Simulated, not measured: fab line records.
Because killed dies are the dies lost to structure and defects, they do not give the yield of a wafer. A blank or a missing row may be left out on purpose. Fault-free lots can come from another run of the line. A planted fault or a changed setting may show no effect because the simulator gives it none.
Which tool was responsible? + flow n5-finfet + 33 wafers from 11 lots sampled at 3 of the route's 1938 steps

WHAT THE GAUGES SHOWED, per wafer
N5_BEOL_M3_THK_MEAS_01.
| lot  | measured     | on            | M3_ILD_THK (nm) |
|------|--------------|---------------|-----------------|
| L103 | day 8 17:02  | film-metro-01 | 78.1 80.8 80.0  |
| L106 | day 8 19:37  | film-metro-01 | 79.0 79.1 80.5  |
| L111 | day 9 23:53  | film-metro-01 | 78.0 79.7 77.7  |
| L110 | day 10 06:26 | film-metro-02 | 78.1 79.9 80.2  |
| L115 | day 10 08:49 | film-metro-01 | 77.9 79.2 79.3  |
| L112 | day 11 01:32 | film-metro-01 | 77.3 79.3 79.2  |
| L118 | day 12 11:57 | film-metro-01 | 75.5 77.5 80.2  |
| L123 | day 13 17:55 | film-metro-01 | 81.1 80.4 82.8  |
| L125 | day 14 01:53 | film-metro-02 | 76.9 77.2 77.8  |
| L124 | day 14 09:26 | film-metro-01 | 77.1 77.7 79.1  |
| L126 | day 15 02:05 | film-metro-02 | 79.0 79.3 80.4  |

EACH LOT AND THE TOOL THAT RAN IT (in order: tool; ch and the chambers of the sampled wafers; start)
| lot  | N5_BEOL_M2_SPUTTER_92        | N5_BEOL_M2_CO_CAP_55             |
|------|------------------------------|----------------------------------|
| L103 | pvd-sputter-02, day 8 15:23  | cvd-co-02 ch 0,1, day 8 16:43    |
| L106 | pvd-sputter-02, day 8 17:57  | cvd-co-01 ch 0,2, day 8 19:19    |
| L111 | pvd-sputter-02, day 9 22:06  | cvd-co-02 ch 0,1,2, day 9 23:34  |
| L110 | pvd-sputter-01, day 10 04:40 | cvd-co-01 ch 1,2, day 10 06:07   |
| L115 | pvd-sputter-02, day 10 07:08 | cvd-co-01 ch 0,1,2, day 10 08:27 |
| L112 | pvd-sputter-03, day 10 23:54 | cvd-co-02 ch 0,2, day 11 01:12   |
| L118 | pvd-sputter-02, day 12 10:19 | cvd-co-02 ch 0,2, day 12 11:37   |
| L123 | pvd-sputter-02, day 13 16:16 | cvd-co-02 ch 0,1, day 13 17:36   |
| L125 | pvd-sputter-02, day 14 00:16 | cvd-co-02 ch 0,1, day 14 01:34   |
| L124 | pvd-sputter-02, day 14 07:49 | cvd-co-01 ch 0,1, day 14 09:07   |
| L126 | pvd-sputter-02, day 15 00:24 | cvd-co-01 ch 0,2, day 15 01:46   |
- N5_BEOL_M2_SPUTTER_92: material Cu, target thk 4.5 nm, time 8.29 s.
- N5_BEOL_M2_CO_CAP_55: material Co, precursor CCTBA/H2, target thk 2 nm, time 102.1 s.

THE ANSWER, worked out from the rows above alone
Rule: the usual values come from the lots themselves. Put in order of their means at a reading, lots are off if they are a third of the lots or fewer, leave a main group of 4 or more, and stand apart from it by a gap of 3 or more times the standard deviation of the main group's means; of several such gaps the widest counts. The tables above print the reading to a certain number of digits; a main group whose means all agree to those digits is not used. Also off: a lot with no number at a reading for which 4 or more lots have one. The other lots that the step has rows for count as sound.
No lot is off on any of the readings shown, so nothing can be concluded from this.

WHAT THE SIMULATOR PUT IN
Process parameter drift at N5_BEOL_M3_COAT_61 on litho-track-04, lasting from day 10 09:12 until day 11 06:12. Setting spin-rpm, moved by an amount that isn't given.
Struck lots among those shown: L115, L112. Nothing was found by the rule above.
